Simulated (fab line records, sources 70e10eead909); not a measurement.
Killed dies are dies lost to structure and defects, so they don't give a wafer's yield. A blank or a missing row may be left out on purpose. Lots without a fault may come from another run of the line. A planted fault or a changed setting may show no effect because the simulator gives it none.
Which tool did it? | flow nand_harc | 22 lots, 66 wafers sampled, at 6 steps of a route of 1302

WHAT THE GAUGES READ, wafer by wafer
The record holds no reading of a measuring or inspecting step that can be judged against a usual standard deviation.

WHICH TOOL RAN EACH LOT (tool, then ch and the chambers of the sampled wafers, then the start)
lot  | NHARC_A_STAIRCASE_TRIM_191                    | NHARC_A_STAIRCASE_TRIM_220         | NHARC_A_STAIRCASE_ETCH_234                    | NHARC_A_STAIRCASE_ETCH_271         | NHARC_A_STAIRCASE_ALD_420        | NHARC_A_STAIRCASE_CMP_450
L074 | rie_diel-04 ch 0,1, day 15 22:18 or earlier   | rie_diel-07 ch 0,1,3, day 15 22:18 | rie_diel-07 ch 1,2,3, day 16 08:58 or earlier | rie_diel-07 ch 2,3, day 16 08:58   | ald_hk-01 ch 0,1,2, day 17 06:25 | cmp-04 ch 1,2,3, day 18 23:45
L075 | rie_diel-07 ch 2,3, day 16 01:59 or earlier   | rie_diel-07 ch 0,3, day 16 01:59   | rie_diel-08 ch 0,3, day 16 11:27 or earlier   | rie_diel-07 ch 1,3, day 16 11:27   | ald_hk-02 ch 1,2,3, day 17 15:22 | cmp-04 ch 0,1,3, day 19 17:31
L076 | rie_diel-04 ch 0,1,3, day 16 15:28 or earlier | rie_diel-07 ch 0,2,3, day 16 15:28 | rie_diel-07 ch 1,3, day 17 00:29 or earlier   | rie_diel-07 ch 1,2, day 17 00:29   | ald_hk-02 ch 1,3, day 18 00:04   | cmp-02 ch 0,1,3, day 19 20:25
L078 | rie_diel-04 ch 1,2, day 17 16:44 or earlier   | rie_diel-08 ch 0,1,3, day 17 16:44 | rie_diel-08 ch 0,3, day 18 02:16 or earlier   | rie_diel-04 ch 0,1,2, day 18 02:16 | ald_hk-01 ch 0,3, day 19 00:11   | cmp-04 ch 1,2,3, day 20 15:59
L079 | rie_diel-08 ch 0,1,2, day 17 18:27 or earlier | rie_diel-07 ch 0,1,2, day 17 18:27 | rie_diel-07 ch 0,2,3, day 18 05:50 or earlier | rie_diel-04 ch 0,1,2, day 18 05:50 | ald_hk-02 ch 1,2,3, day 19 03:53 | cmp-03 ch 0,1,2, day 20 15:49
L080 | rie_diel-07 ch 0,3, day 18 07:57 or earlier   | rie_diel-04 ch 0,1,2, day 18 07:57 | rie_diel-04 ch 2,3, day 18 15:37 or earlier   | rie_diel-04 ch 0,1, day 18 15:37   | ald_hk-01 ch 1,2,3, day 19 17:22 | cmp-03 ch 1,2, day 21 09:05
L081 | rie_diel-07 ch 0,1,2, day 18 06:32 or earlier | rie_diel-07 ch 1,2,3, day 18 06:32 | rie_diel-07 ch 0,1,3, day 18 19:15 or earlier | rie_diel-08 ch 0,2,3, day 18 19:15 | ald_hk-02 ch 0,1,3, day 19 16:54 | cmp-04 ch 1,2,3, day 21 09:08
L082 | rie_diel-04 ch 0,3, day 19 04:00 or earlier   | rie_diel-04 ch 1,2,3, day 19 04:00 | rie_diel-04 ch 1,2,3, day 19 12:01 or earlier | rie_diel-07 ch 0,2,3, day 19 12:01 | ald_hk-04 ch 0,2, day 20 11:40   | cmp-02 ch 0,1,2, day 22 03:13
L083 | rie_diel-07 ch 1,2, day 19 04:19 or earlier   | rie_diel-08 ch 1,3, day 19 04:19   | rie_diel-07 ch 0,1,3, day 19 13:40 or earlier | rie_diel-04 ch 2,3, day 19 13:40   | ald_hk-02 ch 0,2,3, day 20 07:55 | cmp-03 ch 0,1, day 22 03:29
L084 | rie_diel-07 ch 0,3, day 20 06:13 or earlier   | rie_diel-08 ch 0,1,3, day 20 06:13 | rie_diel-08 ch 1,2,3, day 20 13:46 or earlier | rie_diel-07 ch 1,2, day 20 13:46   | ald_hk-02 ch 0,2,3, day 21 09:42 | cmp-03 ch 1,2, day 23 08:23
L085 | rie_diel-04 ch 2,3, day 20 06:38 or earlier   | rie_diel-07 ch 1,2, day 20 06:38   | rie_diel-04 ch 1,2, day 20 15:21 or earlier   | rie_diel-08 ch 1,2, day 20 15:21   | ald_hk-01 ch 0,2,3, day 21 13:20 | cmp-02 ch 0,2,3, day 23 11:14
L086 | rie_diel-08 ch 0,2, day 20 20:26 or earlier   | rie_diel-08 ch 1,2, day 20 20:26   | rie_diel-08 ch 0,1,3, day 21 12:04 or earlier | rie_diel-08 ch 0,1, day 21 12:04   | ald_hk-02 ch 0,1,2, day 22 09:36 | cmp-03 ch 0,1, day 24 06:32
L087 | rie_diel-07 ch 0,2,3, day 21 16:19 or earlier | rie_diel-08 ch 0,1, day 21 16:19   | rie_diel-07 ch 0,1,2, day 22 03:47 or earlier | rie_diel-07 ch 0,3, day 22 03:47   | ald_hk-02 ch 0,2,3, day 22 22:20 | cmp-03 ch 0,3, day 24 14:06
L089 | rie_diel-08 ch 0,3, day 22 03:14 or earlier   | rie_diel-08 ch 2,3, day 22 03:14   | rie_diel-08 ch 2,3, day 22 11:19 or earlier   | rie_diel-04 ch 0,1,3, day 22 11:19 | ald_hk-02 ch 0,1, day 23 15:16   | cmp-02 ch 0,1, day 25 02:46
L088 | rie_diel-08 ch 0,3, day 22 03:34 or earlier   | rie_diel-07 ch 0,1,2, day 22 03:34 | rie_diel-04 ch 0,1, day 22 12:11 or earlier   | rie_diel-08 ch 1,3, day 22 12:11   | ald_hk-04 ch 0,1,2, day 23 11:43 | cmp-03 ch 1,3, day 25 02:56
L090 | rie_diel-07 ch 0,2,3, day 22 15:23 or earlier | rie_diel-04 ch 1,2,3, day 22 15:23 | rie_diel-04 ch 0,3, day 23 02:23 or earlier   | rie_diel-07 ch 1,2,3, day 23 02:23 | ald_hk-02 ch 0,1,2, day 24 00:01 | cmp-04 ch 1,2, day 25 14:34
L092 | rie_diel-04 ch 1,2,3, day 22 23:19 or earlier | rie_diel-07 ch 2,3, day 22 23:19   | rie_diel-04 ch 2,3, day 23 06:54 or earlier   | rie_diel-07 ch 0,1,3, day 23 06:54 | ald_hk-02 ch 0,2,3, day 24 03:03 | cmp-03 ch 2,3, day 25 15:10
L093 | rie_diel-04 ch 0,3, day 23 21:57 or earlier   | rie_diel-04 ch 0,3, day 23 21:57   | rie_diel-07 ch 1,3, day 24 09:26 or earlier   | rie_diel-07 ch 1,2, day 24 09:26   | ald_hk-02 ch 1,2, day 25 05:57   | cmp-02 ch 1,3, day 26 19:42
L094 | rie_diel-04 ch 0,1,3, day 24 11:13 or earlier | rie_diel-07 ch 1,3, day 24 11:13   | rie_diel-04 ch 2,3, day 24 18:47 or earlier   | rie_diel-08 ch 1,2,3, day 24 18:47 | ald_hk-04 ch 2,3, day 25 15:47   | cmp-04 ch 1,2,3, day 27 06:26
L095 | rie_diel-04 ch 1,3, day 24 19:14 or earlier   | rie_diel-07 ch 1,2,3, day 24 19:14 | rie_diel-04 ch 2,3, day 25 02:55 or earlier   | rie_diel-08 ch 0,2, day 25 02:55   | ald_hk-01 ch 0,1, day 26 00:04   | cmp-04 ch 1,2, day 27 16:23
L096 | rie_diel-07 ch 0,1,2, day 25 20:09 or earlier | rie_diel-07 ch 0,2,3, day 25 20:09 | rie_diel-07 ch 0,3, day 26 03:48 or earlier   | rie_diel-08 ch 0,2,3, day 26 03:48 | ald_hk-04 ch 0,1, day 27 01:37   | cmp-02 ch 1,2,3, day 28 17:17
L097 | rie_diel-07 ch 0,2,3, day 25 20:34 or earlier | rie_diel-08 ch 0,2,3, day 25 20:34 | rie_diel-08 ch 0,2,3, day 26 07:02 or earlier | rie_diel-08 ch 0,2,3, day 26 07:02 | ald_hk-01 ch 0,2, day 27 04:49   | cmp-03 ch 1,2,3, day 28 23:29
- NHARC_A_STAIRCASE_TRIM_191: chemistry O2, time 211.2 s.
- NHARC_A_STAIRCASE_TRIM_220: chemistry O2, time 211.2 s.
- NHARC_A_STAIRCASE_ETCH_234: etches the open film in C4F8/O2, target depth 100 nm, time 40.5 s.
- NHARC_A_STAIRCASE_ETCH_271: etches the open film in CF4/CHF3.
- NHARC_A_STAIRCASE_ALD_420: deposits SiO2, target thk 20 nm, pulse time 6 s, ald cycles 200.
- NHARC_A_STAIRCASE_CMP_450: polishes SiO2, target thk 200 nm.

WHAT THE TOOLS THEMSELVES READ (means of the sampled wafers that have a number; where no wafer has one, the mark that the record gives instead)
NHARC_A_STAIRCASE_TRIM_191. Usual: drypump_motor_current_A 5.9 A, standard deviation 0.39; o2_flow_sccm 499.9 sccm, standard deviation 1.6; oes_product_au 0.997 a.u., standard deviation 0.01; rf_vpp_V 57.9 V, standard deviation 0.95; showerhead_plenum_p_Torr 3.55 Torr, standard deviation 0.15; throttle_valve_pct 17.038 %, standard deviation 0.0086.
lot  | tool        | drypump_motor_current_A (A) | o2_flow_sccm (sccm) | oes_product_au (a.u.) | rf_vpp_V (V) | showerhead_plenum_p_Torr (Torr) | throttle_valve_pct (%) | flag
L074 | rie_diel-04 | 6.1                         | 500.6               | 0.993                 | 57.3         | 3.36                            | 17.042                 |
L075 | rie_diel-07 | 5.4                         | 500.3               | 0.998                 | 57.6         | 3.66                            | 17.041                 |
L076 | rie_diel-04 | 6.1                         | 500.0               | 0.999                 | 58.6         | 3.62                            | 17.043                 |
L078 | rie_diel-04 | 5.7                         | 500.8               | 1.000                 | 57.7         | 3.37                            | 17.044                 |
L079 | rie_diel-08 | 5.9                         | 500.2               | 1.010                 | 58.5         | 3.63                            | 17.042                 |
L080 | rie_diel-07 | 5.4                         | 498.9               | 0.993                 | 58.5         | 3.55                            | 17.044                 |
L081 | rie_diel-07 | 6.1                         | 499.9               | 0.986                 | 58.2         | 3.51                            | 17.048                 |
L082 | rie_diel-04 | 6.2                         | 498.1               | 0.992                 | 57.5         | 3.63                            | 17.034                 |
L083 | rie_diel-07 | 6.1                         | 499.2               | 0.981                 | 57.9         | 3.60                            | 17.045                 |
L084 | rie_diel-07 | 5.4                         | 498.9               | 0.989                 | 57.3         | 3.54                            | 17.032                 |
L085 | rie_diel-04 | 6.0                         | 500.2               | 0.991                 | 57.8         | 3.47                            | 17.039                 |
L086 | rie_diel-08 | 5.9                         | 498.7               | 1.006                 | 57.7         | 3.55                            | 17.034                 |
L087 | rie_diel-07 | 5.8                         | 500.5               | 0.996                 | 57.8         | 3.55                            | 17.040                 |
L089 | rie_diel-08 | 6.0                         | 500.1               | 1.003                 | 58.6         | 3.69                            | 17.046                 |
L088 | rie_diel-08 | 6.1                         | 499.1               | 1.008                 | 57.6         | 3.62                            | 17.041                 |
L090 | rie_diel-07 | 5.8                         | 499.4               | 0.991                 | 57.1         | 3.54                            | 17.038                 |
L092 | rie_diel-04 | 5.9                         | 500.6               | 1.006                 | 57.3         | 3.43                            | 17.038                 |
L093 | rie_diel-04 | 6.2                         | 500.0               | 1.001                 | 58.1         | 3.61                            | 17.037                 |
L094 | rie_diel-04 | 6.1                         | 500.0               | 1.000                 | 58.1         | 3.59                            | 17.041                 |
L095 | rie_diel-04 | 6.1                         | 499.6               | 0.993                 | 57.9         | 3.51                            | 17.037                 |
L096 | rie_diel-07 | 6.2                         | 501.4               | 0.994                 | 57.0         | 3.48                            | 17.041                 |
L097 | rie_diel-07 | 5.8                         | 498.3               | 1.003                 | 57.4         | 3.53                            | 17.028                 |

NHARC_A_STAIRCASE_TRIM_220. Usual: drypump_motor_current_A 5.9 A, standard deviation 0.42; o2_flow_sccm 499.8 sccm, standard deviation 1.5; oes_product_au 0.997 a.u., standard deviation 0.0094; rf_vpp_V 57.9 V, standard deviation 1; showerhead_plenum_p_Torr 3.58 Torr, standard deviation 0.14; throttle_valve_pct 17.038 %, standard deviation 0.0084.
lot  | tool        | drypump_motor_current_A (A) | o2_flow_sccm (sccm) | oes_product_au (a.u.) | rf_vpp_V (V) | showerhead_plenum_p_Torr (Torr) | throttle_valve_pct (%) | flag
L074 | rie_diel-07 | 5.7                         | 500.5               | 0.989                 | 57.9         | 3.51                            | 17.033                 |
L075 | rie_diel-07 | 5.4                         | 499.6               | 0.999                 | 57.4         | 3.56                            | 17.043                 |
L076 | rie_diel-07 | 5.8                         | 499.7               | 0.987                 | 58.3         | 3.57                            | 17.043                 |
L078 | rie_diel-08 | 6.0                         | 499.5               | 1.001                 | 57.2         | 3.71                            | 17.041                 |
L079 | rie_diel-07 | 6.1                         | 500.4               | 0.987                 | 57.7         | 3.51                            | 17.042                 |
L080 | rie_diel-04 | 5.9                         | 502.0               | 1.002                 | 57.2         | 3.53                            | 17.042                 |
L081 | rie_diel-07 | 5.7                         | 498.6               | 0.988                 | 57.0         | 3.59                            | 17.031                 |
L082 | rie_diel-04 | 5.9                         | 499.9               | 1.003                 | 57.7         | 3.45                            | 17.034                 |
L083 | rie_diel-08 | 5.8                         | 500.1               | 1.001                 | 59.0         | 3.77                            | 17.039                 |
L084 | rie_diel-08 | 6.0                         | 499.3               | 1.007                 | 57.3         | 3.69                            | 17.038                 |
L085 | rie_diel-07 | 6.1                         | 501.4               | 0.994                 | 58.3         | 3.59                            | 17.041                 |
L086 | rie_diel-08 | 5.8                         | 498.4               | 1.000                 | 59.1         | 3.69                            | 17.042                 |
L087 | rie_diel-08 | 6.0                         | 499.2               | 1.009                 | 58.9         | 3.69                            | 17.035                 |
L089 | rie_diel-08 | 5.7                         | 500.1               | 1.003                 | 58.7         | 3.61                            | 17.044                 |
L088 | rie_diel-07 | 6.1                         | 499.6               | 0.993                 | 57.3         | 3.50                            | 17.043                 |
L090 | rie_diel-04 | 5.9                         | 500.5               | 1.005                 | 57.0         | 3.44                            | 17.036                 |
L092 | rie_diel-07 | 5.7                         | 499.2               | 0.987                 | 57.7         | 3.63                            | 17.036                 |
L093 | rie_diel-04 | 6.2                         | 499.8               | 0.994                 | 58.2         | 3.70                            | 17.038                 |
L094 | rie_diel-07 | 5.6                         | 499.4               | 0.994                 | 57.3         | 3.51                            | 17.042                 |
L095 | rie_diel-07 | 5.7                         | 499.5               | 0.998                 | 58.0         | 3.57                            | 17.042                 |
L096 | rie_diel-07 | 5.8                         | 500.8               | 0.996                 | 57.9         | 3.53                            | 17.035                 |
L097 | rie_diel-08 | 5.9                         | 498.7               | 1.002                 | 58.4         | 3.60                            | 17.039                 |

NHARC_A_STAIRCASE_ETCH_234. Usual: bias_w 999.5 W, standard deviation 2.9; oes_product_au 0.943 a.u., standard deviation 0.012; rf_vpp_V 898 V, standard deviation 5.5.
lot  | tool        | bias_w (W) | oes_product_au (a.u.) | rf_vpp_V (V) | flag
L074 | rie_diel-07 | 1001.9     | 0.938                 | 899          |
L075 | rie_diel-08 | 998.2      | 0.949                 | 901          |
L076 | rie_diel-07 | 999.9      | 0.943                 | 899          |
L078 | rie_diel-08 | 1000.1     | 0.950                 | 900          |
L079 | rie_diel-07 | 997.5      | 0.927                 | 897          |
L080 | rie_diel-04 | 998.2      | 0.937                 | 893          |
L081 | rie_diel-07 | 998.0      | 0.932                 | 895          |
L082 | rie_diel-04 | 1001.2     | 0.945                 | 893          |
L083 | rie_diel-07 | 1001.0     | 0.925                 | 894          |
L084 | rie_diel-08 | 1001.1     | 0.946                 | 903          |
L085 | rie_diel-04 | 996.9      | 0.936                 | 892          |
L086 | rie_diel-08 | 999.7      | 0.953                 | 902          |
L087 | rie_diel-07 | 998.8      | 0.949                 | 895          |
L089 | rie_diel-08 | 1000.3     | 0.946                 | 899          |
L088 | rie_diel-04 | 999.6      | 0.954                 | 897          |
L090 | rie_diel-04 | 998.4      | 0.920                 | 899          |
L092 | rie_diel-04 | 1001.7     | 0.942                 | 893          |
L093 | rie_diel-07 | 999.4      | 0.929                 | 897          |
L094 | rie_diel-04 | 998.5      | 0.943                 | 891          |
L095 | rie_diel-04 | 996.9      | 0.949                 | 893          |
L096 | rie_diel-07 | 995.8      | 0.943                 | 892          |
L097 | rie_diel-08 | 997.7      | 0.938                 | 898          |

NHARC_A_STAIRCASE_ETCH_271. Usual: bias_w 200.1 W, standard deviation 0.6; drypump_motor_current_A 5.9 A, standard deviation 0.38; oes_product_au 0.949 a.u., standard deviation 0.024; rf_vpp_V 371.3 V, standard deviation 2.3; showerhead_plenum_p_Torr 1.60 Torr, standard deviation 0.062; throttle_valve_pct 16.803 %, standard deviation 0.0082.
lot  | tool        | bias_w (W) | drypump_motor_current_A (A) | oes_product_au (a.u.) | rf_vpp_V (V) | showerhead_plenum_p_Torr (Torr) | throttle_valve_pct (%) | flag
L074 | rie_diel-07 | 200.1      | 5.7                         | 0.963                 | 372.6        | 1.64                            | 16.807                 |
L075 | rie_diel-07 | 199.8      | 5.6                         | 0.964                 | 370.2        | 1.58                            | 16.792                 |
L076 | rie_diel-07 | 200.1      | 6.0                         | 0.925                 | 372.6        | 1.61                            | 16.800                 |
L078 | rie_diel-04 | 199.6      | 5.9                         | 0.970                 | 369.7        | 1.58                            | 16.801                 |
L079 | rie_diel-04 | 199.9      | 5.9                         | 0.968                 | 371.1        | 1.58                            | 16.802                 |
L080 | rie_diel-04 | 200.2      | 6.0                         | 0.974                 | 370.6        | 1.60                            | 16.808                 |
L081 | rie_diel-08 | 200.0      | 5.9                         | 0.936                 | 371.6        | 1.62                            | 16.799                 |
L082 | rie_diel-07 | 199.6      | 5.8                         | 0.964                 | 370.8        | 1.58                            | 16.793                 |
L083 | rie_diel-04 | 199.9      | 5.9                         | 0.954                 | 369.5        | 1.54                            | 16.796                 |
L084 | rie_diel-07 | 200.0      | 6.0                         | 0.948                 | 371.2        | 1.58                            | 16.802                 |
L085 | rie_diel-08 | 200.7      | 5.7                         | 0.979                 | 372.0        | 1.61                            | 16.806                 |
L086 | rie_diel-08 | 199.6      | 6.0                         | 0.966                 | 373.3        | 1.65                            | 16.803                 |
L087 | rie_diel-07 | 199.9      | 5.9                         | 0.924                 | 369.9        | 1.54                            | 16.803                 |
L089 | rie_diel-04 | 200.0      | 6.1                         | 0.951                 | 371.3        | 1.61                            | 16.808                 |
L088 | rie_diel-08 | 200.9      | 5.8                         | 0.969                 | 374.4        | 1.68                            | 16.807                 |
L090 | rie_diel-07 | 199.4      | 5.6                         | 0.963                 | 371.4        | 1.59                            | 16.800                 |
L092 | rie_diel-07 | 200.3      | 5.7                         | 0.915                 | 369.9        | 1.55                            | 16.805                 |
L093 | rie_diel-07 | 200.3      | 6.0                         | 0.926                 | 370.6        | 1.57                            | 16.802                 |
L094 | rie_diel-08 | 200.5      | 5.8                         | 0.962                 | 372.2        | 1.64                            | 16.804                 |
L095 | rie_diel-08 | 199.7      | 6.0                         | 0.915                 | 369.4        | 1.58                            | 16.814                 |
L096 | rie_diel-08 | 199.8      | 5.9                         | 0.923                 | 371.2        | 1.61                            | 16.800                 |
L097 | rie_diel-08 | 200.4      | 5.9                         | 0.924                 | 371.3        | 1.61                            | 16.801                 |

NHARC_A_STAIRCASE_ALD_420. Usual: heater_power_outer_w 273 W, standard deviation 25; heater_power_w 483 W, standard deviation 39; precursor_pulse_height_rel 1.000, standard deviation 0.02.
lot  | tool      | heater_power_outer_w (W) | heater_power_w (W) | precursor_pulse_height_rel | flag
L074 | ald_hk-01 | 262                      | 474                | 0.996                      |
L075 | ald_hk-02 | 269                      | 480                | 0.999                      |
L076 | ald_hk-02 | 264                      | 473                | 0.998                      |
L078 | ald_hk-01 | 305                      | 528                | 1.013                      |
L079 | ald_hk-02 | 269                      | 486                | 1.011                      |
L080 | ald_hk-01 | 273                      | 473                | 1.007                      |
L081 | ald_hk-02 | 273                      | 494                | 0.987                      |
L082 | ald_hk-04 | 277                      | 471                | 1.004                      |
L083 | ald_hk-02 | 279                      | 490                | 0.989                      |
L084 | ald_hk-02 | 281                      | 499                | 1.008                      |
L085 | ald_hk-01 | 289                      | 503                | 1.002                      |
L086 | ald_hk-02 | 280                      | 500                | 0.990                      |
L087 | ald_hk-02 | 285                      | 500                | 0.993                      |
L089 | ald_hk-02 | 281                      | 512                | 1.001                      |
L088 | ald_hk-04 | 264                      | 448                | 1.007                      |
L090 | ald_hk-02 | 279                      | 506                | 1.004                      |
L092 | ald_hk-02 | 276                      | 478                | 1.019                      |
L093 | ald_hk-02 | 290                      | 498                | 0.991                      |
L094 | ald_hk-04 | 260                      | 450                | 0.991                      |
L095 | ald_hk-01 | 259                      | 472                | 1.001                      |
L096 | ald_hk-04 | 274                      | 465                | 1.001                      |
L097 | ald_hk-01 | 294                      | 522                | 0.987                      |

NHARC_A_STAIRCASE_CMP_450. Usual: motor_current_A 11.6 A, standard deviation 1.5.
lot  | tool   | motor_current_A (A) | flag
L074 | cmp-04 | 11.5                |
L075 | cmp-04 | 11.6                |
L076 | cmp-02 | 11.3                |
L078 | cmp-04 | 11.2                |
L079 | cmp-03 | 12.0                |
L080 | cmp-03 | 11.2                |
L081 | cmp-04 | 11.4                |
L082 | cmp-02 | 11.6                |
L083 | cmp-03 | 11.7                |
L084 | cmp-03 | 11.5                |
L085 | cmp-02 | 12.8                |
L086 | cmp-03 | 12.5                |
L087 | cmp-03 | 12.7                |
L089 | cmp-02 | 10.6                |
L088 | cmp-03 | 10.7                |
L090 | cmp-04 | 10.5                |
L092 | cmp-03 | 11.4                |
L093 | cmp-02 | 12.2                |
L094 | cmp-04 | 11.3                |
L095 | cmp-04 | 10.9                |
L096 | cmp-02 | 12.3                |
L097 | cmp-03 | 11.0                |

THE ANSWER, worked out from the rows above alone
Rule: a lot is off if the mean of its wafers that have a number lies more than 3 standard deviations from the usual mean. A lot without any number at a reading at which 4 lots or more have one is off too. The other lots that the step has rows for count as sound. The gauges are gone through in route order, then the tools' own readings, and for those a lot's mean is taken as printed above. The first step at which some lot is off is used, and at that step the reading that is off furthest; a lot without a number counts as furthest.
No lot is off at any reading shown: from this, nothing can be told.

WHAT THE SIMULATOR HAD PUT IN
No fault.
